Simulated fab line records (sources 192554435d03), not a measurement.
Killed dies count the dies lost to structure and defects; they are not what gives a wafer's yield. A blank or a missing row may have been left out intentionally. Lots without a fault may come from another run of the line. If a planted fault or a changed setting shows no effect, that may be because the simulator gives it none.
A struck lot beside a sound one	flow n5 finfet	16 out of 1938 route steps
Sound: the wafers L171.1, L171.3, L171.5. Struck: wafers L166.3, L166.4. Last of all comes the cause.
Per side, at each step with rows, come the tool, then ch with its chambers, and then its first start. Under that, the readings that differ: sound wafers	struck wafers	difference of the means	sigmas: that difference in standard deviations of wafers without a fault.
alike: readings whose means differ by less than 2 such deviations, and words and numbers that are the same on both sides. not compared: withheld readings, readings that some wafer has no value for, bounds like >300 that may hide the same value, and numbers for which the record gives no deviation and whose values overlap.
Wherever a step has rows on one side only, a row that says differs or no value, or a row with sigmas, the two part there. When numbers do not overlap yet have no deviation, they are printed without sigmas and do not part them. Lack of a reading on every wafer of one side parts them only where that side has two or more wafers.

N5_BEOL_M4_ETCH_41: etches SiCN in CH3F/O2, target depth 29.9 nm, time 52.5 s.
  sound on rie diel-01 ch 1,3; struck on rie diel-03 ch 2,3
  alike: O2_flow_sccm, drypump motor current A, oes product au, rf vpp V, showerhead plenum p Torr, throttle valve pct
  not compared: rf hours counter h
N5_BEOL_M4_STRIP_97: strips in N2/H2, time 10 s.
  sound on rie diel-01 ch 1,3; struck on rie diel-03 ch 2,3
reading	sound	struck	difference	sigmas
showerhead plenum p Torr (Torr)	2.64 2.69 2.69	2.56 2.42	-0.18	-2
  alike: drypump motor current A, oes product au, rf vpp V, throttle valve pct
  not compared: rf hours counter h
N5_BEOL_M4_OCD_MEAS_38:
  sound on ocd-02 at day 12 01:26; struck on ocd-01 at day 11 14:23
  alike: trench depth nm
then, 4 steps without rows for these wafers: N5_BEOL_M4_HM_STRIP_39 (strips TiN in peroxide tin strip, target depth 25 nm, time 158 s); N5_BEOL_M4_SRD_40 (time 30 s); N5_BEOL_M4_PRECLEAN_42 (cleans in residue remover, time 60 s); N5_BEOL_M4_SRD_43 (time 30 s).
N5_BEOL_M4_CD_MEAS_35: target cd 18 nm, target cd y 22.4 nm.
  sound on cd sem-02 at day 12 01:35; struck on cd sem-02 at day 11 14:32
  alike: cd nm
N5_BEOL_M4_DEGAS_44: time 60 s.
  sound on pvd sputter-03 at day 12 02:08; struck on pvd sputter-03 at day 11 14:43
  alike: heater power w
then, 2 steps without rows for these wafers: N5_BEOL_M4_PRE_CLEAN_45 (time 30 s); N5_BEOL_M4_ALD_84 (deposits TaN, pulse time 2 s, purge time 3 s, co reactant purge time 2 s).
N5_BEOL_M4_SURFACE_TREAT_85:
  sound on pvd sputter-03 at day 12 02:42; struck on pvd sputter-01 at day 11 15:04
  not compared: throttle valve pct
N5_BEOL_M4_CVD_47: deposits Co from CCTBA/H2, target thk 3 nm, time 223.8 s.
  sound on cvd co-01 ch 0,2, day 12 02:46; struck on cvd co-02 ch 2, day 11 15:10
reading	sound	struck	difference	sigmas
run length s (s)	246.3 246.9 246.4	334.6 334.2	+87.9	+99 or more
N5_BEOL_M4_SPUTTER_48: material Cu, target thk 4.5 nm, time 8.29 s.
  sound on pvd sputter-02 at day 12 02:56; struck on pvd sputter-03 at day 11 15:19
  alike: chuck gas flow sccm, throttle valve pct
N5_BEOL_M4_RC_MEAS_101:
  sound on prober-01 ch 0, day 12 05:49; struck on prober-02 ch 0, day 11 18:38
  alike: DIBL_N, DIBL_P, IOFF_N, IOFF_P, ION_N, ION_P, SS_N, SS_P, VT_N, VT_P
-- here the record skips 5 days between the struck wafers' starts before and after, leaving off in module BEOL_M4 and picking up in module PASSIVATION (first step shown: number 1936 of the route) --
N5_PASSIVATION_PROBE_49:
  sound on prober-01 at day 16 19:37; struck on prober-02 at day 16 11:51
  alike: defect limited yield, killed_at_M0_to_M3, killed_at_M4_up, killed at contacts, killed at front end, killed at other, killed dies, killed open, killed short, sort_bin_5_function, sort_bin_6_memory, sort n pass, sort yield pct

== WHERE THEY PART ==
Last at N5_BEOL_M4_CVD_47 as far as this record goes, first at N5_BEOL_M4_STRIP_97. Later steps at which nothing parts them and some readings are alike: N5_BEOL_M4_SPUTTER_48, N5_BEOL_M4_RC_MEAS_101, N5_PASSIVATION_PROBE_49.

WHY: the cause the simulator had injected
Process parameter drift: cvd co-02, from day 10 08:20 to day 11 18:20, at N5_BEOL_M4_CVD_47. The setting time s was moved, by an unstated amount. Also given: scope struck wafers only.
